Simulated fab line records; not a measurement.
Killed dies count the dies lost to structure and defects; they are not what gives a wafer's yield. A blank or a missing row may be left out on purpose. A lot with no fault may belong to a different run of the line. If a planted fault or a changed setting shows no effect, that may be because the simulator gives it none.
fab line records ; flow nand-harc
record lots=14; wafers=42; last-day=32
route steps=1302 shown A_M0@1137 A_BONDPAD@1232 THIN_TSV@1271 END@1302
lots untouched by any fault: they come from a run of this same line in which no faults occurred
start-h: hours from the record's first day to the start of the lot's first wafer shown ; wait-h: hours since the lot's step before ; " repeats the value in the row above ; L1.1+2: a row that stands for several wafers ; - no value, or no start was given ; * or withheld: withheld ; < > ~ a bound
route shown NAME@n: names a module that has steps shown in the file, with the first one's number in the route ; usual: the fault-free wafers' mean and standard deviation ; same: alike in all rows ; chamber/n: place in a boat ; sites: per-site readings ; _std_site: their standard deviation ; _edge_site: inner sites' mean taken away from outer sites' mean ; radius-mm: for every site, how far away it sits from the centre of the wafer ; mask NAME#n: copy n ; behind: the tool/chamber that last shaped the wafer ; hold: why the lot went on hold/how many hours it stayed there/how the hold came to an end ; device: which transistor (n, p or np) failed to switch ; end of line: tests run on the same wafers once the route is complete ; where a step has no rows: the recipe by itself ; killed: the dies lost at the first sort to structure and to defects; this is not the yield of the wafer ; map: per-die view of a wafer (x killed, . not killed, _ where there is no die)
set.NAME: the setting the step ran with; set.NAME@STEP: the setting that earlier step ran with ; model.NAME: the simulator's own value behind a step, which no gauge read
route steps across a sampled set of lots; one table per step, one row per wafer
services: when a tool's chamber went out of use (start-h, in hours from the record's first day, below 0 if earlier), for how many hours, and the reason
## steps
# step NHARC_A_M0_DEP_00
# recipe target-thk-a=1500; target-thk-nm=150; temp-c=withheld; pressure-torr=5; flow-sccm=200; rf-w=600; material=SiOC
# usual rf-fwd-power-W=598.7/2; showerhead-vpp-V=1482/75
lot.wafer;tool;chamber;start-h;wait-h;rf-fwd-power-W;showerhead-vpp-V
L924.3;pecvd-04;1;529.32;0.2;599.0;1475
L924.5;pecvd-04;2;529.32;0.2;598.8;1409
L924.4;pecvd-04;0;529.32;0.2;599.1;1428
L926.1;pecvd-04;1;540.97;0.1;599.8;1498
L926.2;pecvd-04;2;540.97;0.1;599.6;1407
L926.5;pecvd-04;1;540.97;0.1;601.8;1472
L927.2;pecvd-01;2;554.83;0.1;593.8;1612
L927.3;pecvd-01;0;554.83;0.1;599.9;1434
L927.4;pecvd-01;1;554.83;0.1;599.2;1605
L930.1;pecvd-02;0;581.28;0.1;599.3;1518
L930.2;pecvd-02;1;581.28;0.1;596.7;1380
L930.4;pecvd-02;1;581.28;0.1;601.4;1377
L929.1;pecvd-02;0;584.72;0.1;599.4;1508
L929.3;pecvd-02;1;584.72;0.1;601.9;1388
L929.4;pecvd-02;1;584.72;0.1;599.3;1374
L932.2;pecvd-02;1;603.52;0.1;600.8;1394
L932.3;pecvd-02;1;603.52;0.1;598.0;1395
L932.5;pecvd-02;1;603.52;0.1;600.2;1402
L933.4;pecvd-02;1;605.36;0.2;599.0;1378
L933.3;pecvd-02;2;605.36;0.2;599.3;1592
L933.6;pecvd-02;1;605.36;0.2;598.7;1397
L937.1;pecvd-01;2;639.65;0.1;596.6;1625
L937.4;pecvd-01;2;639.65;0.1;596.3;1599
L937.5;pecvd-01;0;639.65;0.1;597.8;1432
L938.3;pecvd-02;1;657.13;0.1;598.7;1386
L938.2;pecvd-02;0;657.13;0.1;598.5;1509
L938.6;pecvd-02;2;657.13;0.1;594.8;1572
L940.1;pecvd-02;0;678.48;0.1;598.7;1527
L940.3;pecvd-02;1;678.48;0.1;599.7;1408
L940.5;pecvd-02;1;678.48;0.1;597.1;1388
L941.1;pecvd-04;2;684.10;0.2;599.0;1408
L941.5;pecvd-04;1;684.10;0.2;597.6;1486
L941.6;pecvd-04;2;684.10;0.2;597.5;1391
L942.2;pecvd-02;2;710.23;0.1;599.1;1597
L942.6;pecvd-02;2;710.23;0.1;599.9;1593
L942.5;pecvd-02;1;710.23;0.1;599.8;1393
L944.2;pecvd-04;2;728.08;0.1;598.7;1408
L944.5;pecvd-04;2;728.08;0.1;600.2;1420
L944.6;pecvd-04;0;728.08;0.1;601.7;1430
L945.1;pecvd-04;1;731.26;0.1;599.0;1483
L945.2;pecvd-04;0;731.26;0.1;599.0;1439
L945.4;pecvd-04;0;731.26;0.1;599.0;1430
# step NHARC_A_BONDPAD_THK_MEAS_20
# recipe thk-meas-gauge=xrf
# usual thk-nm=170.2/1.9
lot.wafer;tool;chamber;start-h;wait-h;thk-nm
L924.3;film-metro-02;-;541.32;-;171.0
L924.4;film-metro-02;-;541.32;-;171.5
L924.5;film-metro-02;-;541.32;-;170.6
L926.1;film-metro-01;-;553.00;-;172.9
L926.2;film-metro-01;-;553.00;-;169.1
L926.5;film-metro-01;-;553.00;-;171.4
L927.2;film-metro-02;-;566.99;-;170.9
L927.3;film-metro-02;-;566.99;-;171.1
L927.4;film-metro-02;-;566.99;-;169.6
L930.1;film-metro-01;-;593.33;-;170.4
L930.2;film-metro-01;-;593.33;-;171.3
L930.4;film-metro-01;-;593.33;-;169.1
L929.1;film-metro-01;-;596.69;-;170.5
L929.3;film-metro-01;-;596.69;-;168.3
L929.4;film-metro-01;-;596.69;-;173.1
L932.2;film-metro-01;-;615.48;-;174.5
L932.3;film-metro-01;-;615.48;-;168.3
L932.5;film-metro-01;-;615.48;-;170.3
L933.3;film-metro-01;-;617.62;-;169.1
L933.4;film-metro-01;-;617.62;-;172.7
L933.6;film-metro-01;-;617.62;-;168.8
L937.1;film-metro-02;-;651.96;-;168.0
L937.4;film-metro-02;-;651.96;-;167.9
L937.5;film-metro-02;-;651.96;-;170.7
L938.2;film-metro-02;-;669.26;-;171.2
L938.3;film-metro-02;-;669.26;-;171.7
L938.6;film-metro-02;-;669.26;-;168.5
L940.1;film-metro-01;-;690.89;-;167.9
L940.3;film-metro-01;-;690.89;-;171.7
L940.5;film-metro-01;-;690.89;-;170.2
L941.1;film-metro-02;-;696.26;-;169.6
L941.5;film-metro-02;-;696.26;-;170.6
L941.6;film-metro-02;-;696.26;-;169.4
L942.2;film-metro-02;-;722.31;-;171.2
L942.5;film-metro-02;-;722.31;-;167.6
L942.6;film-metro-02;-;722.31;-;167.8
# step NHARC_A_BONDPAD_INSPECT_23
# usual raw-defect-count=531/120
lot.wafer;tool;chamber;start-h;wait-h;raw-defect-count
L924.3;defect-inspect-02;-;541.55;0.0;519
L924.4;defect-inspect-02;-;541.55;0.0;411
L924.5;defect-inspect-02;-;541.55;0.0;385
L926.1;defect-inspect-02;-;553.23;0.0;329
L926.2;defect-inspect-02;-;553.23;0.0;548
L926.5;defect-inspect-02;-;553.23;0.0;394
L927.2;defect-inspect-02;-;567.20;0.0;469
L927.3;defect-inspect-02;-;567.20;0.0;444
L927.4;defect-inspect-02;-;567.20;0.0;436
L930.1;defect-inspect-02;-;593.53;0.0;412
L930.2;defect-inspect-02;-;593.53;0.0;477
L930.4;defect-inspect-02;-;593.53;0.0;430
L929.1;defect-inspect-02;-;596.92;0.0;452
L929.3;defect-inspect-02;-;596.92;0.0;694
L929.4;defect-inspect-02;-;596.92;0.0;504
L932.2;defect-inspect-01;-;615.70;0.0;429
L932.3;defect-inspect-01;-;615.70;0.0;497
L932.5;defect-inspect-01;-;615.70;0.0;429
L933.3;defect-inspect-02;-;617.84;0.0;523
L933.4;defect-inspect-02;-;617.84;0.0;631
L933.6;defect-inspect-02;-;617.84;0.0;421
L937.1;defect-inspect-02;-;652.16;0.0;540
L937.4;defect-inspect-02;-;652.16;0.0;396
L937.5;defect-inspect-02;-;652.16;0.0;369
L938.2;defect-inspect-01;-;669.47;0.0;705
L938.3;defect-inspect-01;-;669.47;0.0;743
L938.6;defect-inspect-01;-;669.47;0.0;691
L940.1;defect-inspect-01;-;691.12;0.0;693
L940.3;defect-inspect-01;-;691.12;0.0;575
L940.5;defect-inspect-01;-;691.12;0.0;719
L941.1;defect-inspect-02;-;696.52;0.0;526
L941.5;defect-inspect-02;-;696.52;0.0;697
L941.6;defect-inspect-02;-;696.52;0.0;770
L942.2;defect-inspect-01;-;722.54;0.0;359
L942.5;defect-inspect-01;-;722.54;0.0;531
L942.6;defect-inspect-01;-;722.54;0.0;323
# step NHARC_THIN_TSV_PRE_CLEAN_50
# recipe time-s=30; temp-c=280; gas=H2/He
# usual heater-power-w=401/49; susceptor-temp-C=280.02/0.18
lot.wafer;tool;chamber;start-h;wait-h;heater-power-w;susceptor-temp-C
L924.4;pvd-sputter-02;-;-;-;433;280.08
L924.3;pvd-sputter-02;-;-;-;395;280.10
L924.5;pvd-sputter-02;-;-;-;422;280.09
L926.1;pvd-sputter-02;-;-;-;398;280.02
L926.2;pvd-sputter-02;-;-;-;358;280.13
L926.5;pvd-sputter-02;-;-;-;358;280.43
L927.2;pvd-sputter-03;-;582.13;-;480;280.10
L927.4;pvd-sputter-03;-;582.13;-;433;280.14
L927.3;pvd-sputter-03;-;582.13;-;420;279.95
L930.1;pvd-sputter-03;-;-;-;418;279.97
L930.4;pvd-sputter-03;-;-;-;359;280.03
L930.2;pvd-sputter-03;-;-;-;441;280.04
L929.4;pvd-sputter-02;-;-;-;393;280.17
L929.3;pvd-sputter-02;-;-;-;363;279.96
L929.1;pvd-sputter-02;-;-;-;426;279.97
L932.2;pvd-sputter-02;-;-;-;354;280.38
L932.3;pvd-sputter-02;-;-;-;394;280.13
L932.5;pvd-sputter-02;-;-;-;365;279.77
L933.4;pvd-sputter-03;-;-;-;414;280.18
L933.3;pvd-sputter-03;-;-;-;467;280.02
L933.6;pvd-sputter-03;-;-;-;478;279.96
L937.4;pvd-sputter-01;-;-;-;393;280.29
L937.1;pvd-sputter-01;-;-;-;355;280.21
L937.5;pvd-sputter-01;-;-;-;423;279.97
L938.3;pvd-sputter-03;-;-;-;453;279.88
L938.2;pvd-sputter-03;-;-;-;479;279.76
L938.6;pvd-sputter-03;-;-;-;449;279.88
L940.3;pvd-sputter-01;-;-;-;311;279.95
L940.1;pvd-sputter-01;-;-;-;420;280.14
L940.5;pvd-sputter-01;-;-;-;425;280.11
L941.1;pvd-sputter-02;-;-;-;351;279.94
L941.6;pvd-sputter-02;-;-;-;384;279.89
L941.5;pvd-sputter-02;-;-;-;362;280.29
L942.2;pvd-sputter-03;-;-;-;345;-
L942.5;pvd-sputter-03;-;-;-;420;-
L942.6;pvd-sputter-03;-;-;-;492;-
# step NHARC_END_SORT_01
# recipe temp-c=25
# usual killed-at-array=58/22; killed-at-other=1.0/1.3; killed-at-periphery=5/3.4; killed-dies=64/22; killed-open=3.6/1.8; killed-short=2.4/1.7
# same gross-dies=677
lot.wafer;tool;chamber;start-h;wait-h;killed-at-array;killed-at-other;killed-at-periphery;killed-dies;killed-open;killed-short
L945.1;prober-02;0;771.86;2.5;669;1;7;677;4;6
L945.2;prober-02;0;772.66;2.8;672;0;5;677;2;4
L945.4;prober-02;0;774.25;3.4;671;1;5;677;4;3
L944.2;prober-01;0;772.10;2.8;672;2;2;676;6;6
L944.5;prober-01;0;774.48;3.7;673;0;4;677;1;5
L944.6;prober-01;0;775.28;4.0;669;0;8;677;7;3
# killed by level:class
L945.1 A_M0:area-dep=643 A_SLIT:chamber-film-flake=6 A_STAIRCASE:chamber-film-flake=4 P_M0:area-peb=4 A_CHANNEL_HOLE_D1:chamber-film-flake=3 A_CHANNEL_FILL_D1:geometric-particle:open=2 A_ONON_D2:geometric-particle:short=2 P_GATE:chamber-film-flake=2
L944.2 A_M0:area-dep=584 A_SLIT:chamber-film-flake=28 A_CHANNEL_HOLE_D2:chamber-film-flake=18 A_CHANNEL_HOLE_D1:chamber-film-flake=14 A_CONTACT:chamber-film-flake=10 A_STAIRCASE:chamber-film-flake=4 A_WL_FILL:chamber-film-flake=3 A_CHANNEL_HOLE_D1:geometric-particle:open=2
L945.2 A_M0:area-dep=645 A_SLIT:chamber-film-flake=11 A_ONON_D2:geometric-particle:short=2 A_CHANNEL_HOLE_D1:unspecified=2 A_CHANNEL_HOLE_D1:chamber-film-flake=2 A_STAIRCASE:chamber-film-flake=2 A_M1:chamber-film-flake=2 P_M0:area-peb=2
L945.4 A_M0:area-dep=643 A_SLIT:chamber-film-flake=12 A_CONTACT:chamber-film-flake=3 A_CHANNEL_FILL_D2:geometric-particle:open=2 A_CHANNEL_HOLE_D1:unspecified=2 A_STAIRCASE:chamber-film-flake=2 P_M0:area-peb=2 P_GATE:geometric-particle:short=1
L944.5 A_M0:area-dep=595 A_SLIT:chamber-film-flake=29 A_CHANNEL_HOLE_D2:chamber-film-flake=22 A_CHANNEL_HOLE_D1:chamber-film-flake=11 A_CONTACT:chamber-film-flake=5 A_WL_FILL:chamber-film-flake=4 P_M0:area-peb=4 A_CHANNEL_HOLE_D2:geometric-particle:short=2
L944.6 A_M0:area-dep=603 A_SLIT:chamber-film-flake=20 A_CHANNEL_HOLE_D2:chamber-film-flake=18 A_CHANNEL_HOLE_D1:chamber-film-flake=13 A_WL_FILL:chamber-film-flake=3 A_CONTACT:chamber-film-flake=3 P_M1:geometric-particle:open=2 P_STI:geometric-particle:short=1
## services
tool;chamber;start-h;hours;kind
pecvd-01;2;515.13;5.5;repair
pvd-sputter-02;-;525.18;2.5;repair
pvd-sputter-03;-;526.03;10.0;pm
pvd-sputter-01;-;536.51;1.5;repair
pvd-sputter-03;-;562.72;8.9;repair
pecvd-01;-;567.99;1.5;repair
pecvd-02;-;568.46;7.1;repair
pecvd-04;0;579.85;11.2;repair
pvd-sputter-01;-;582.08;10.0;pm
pecvd-02;-;589.38;13.0;pm
pvd-sputter-01;-;599.27;1.2;repair
pecvd-01;-;616.53;1.6;repair
pvd-sputter-01;-;622.01;3.0;repair
pecvd-04;1;626.82;13.3;repair
pecvd-04;-;632.25;13.0;pm
pvd-sputter-03;-;637.22;10.8;repair
pvd-sputter-02;-;651.84;10.0;pm
pecvd-01;0;652.78;12.5;repair
pvd-sputter-01;-;670.17;4.5;repair
pecvd-01;-;673.94;13.0;pm
pvd-sputter-03;-;704.03;10.0;pm
pvd-sputter-03;-;714.56;0.5;repair
pvd-sputter-02;-;718.06;2.8;repair
pvd-sputter-02;-;723.63;26.1;repair
## key
first-sign step=NHARC_END_SORT_01; reading=killed-at-array; direction=up; sigmas=28; usual=58; struck=671
effect step=NHARC_END_SORT_01; reading=killed-dies; direction=up; sigmas=28; usual=64; struck=677
more-kills-born-at NHARC_A_M0_DEP_00@pecvd-04=3713
met-at NHARC_A_M0_DEP_00
struck-lots L944,L945
later-rows-left-out L944.2,L944.5,L944.6,L945.1,L945.2,L945.4
tester-left-out L944
not-acting-at NHARC_A_BONDPAD_THK_MEAS_20,NHARC_A_BONDPAD_INSPECT_23,NHARC_THIN_TSV_PRE_CLEAN_50
onset-between 684.10 728.08
also-fits time
earlier-fault kind=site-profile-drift; tool=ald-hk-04; chamber=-; onset-h=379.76; steps=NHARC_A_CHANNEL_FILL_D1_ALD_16; basis=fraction; max-abs-drift=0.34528; slope-share-per-hr=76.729; site-pattern=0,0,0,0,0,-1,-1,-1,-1
earlier-fault kind=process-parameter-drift; tool=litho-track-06; chamber=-; onset-h=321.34; steps=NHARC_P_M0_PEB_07; channel=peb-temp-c; offset=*; shape=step; acts-in=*; stated=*
fault kind=process-parameter-drift; tool=pecvd-04; chamber=-; onset-h=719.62; steps=NHARC_A_M0_DEP_00; channel=target-thk-a; offset=*; shape=step; acts-in=*; stated=*
# tester-left-out: of these lots the tester's yield and bins aren't shown, on N5 and GAA mostly nor the transistor test; their killed dies are dies lost to structure and defects alone, not to doping, threshold or leakage, so they don't give the yield
# later-rows-left-out: the simulator's readings of these wafers behind a module that went badly wrong aren't trusted and aren't shown, but for the sort
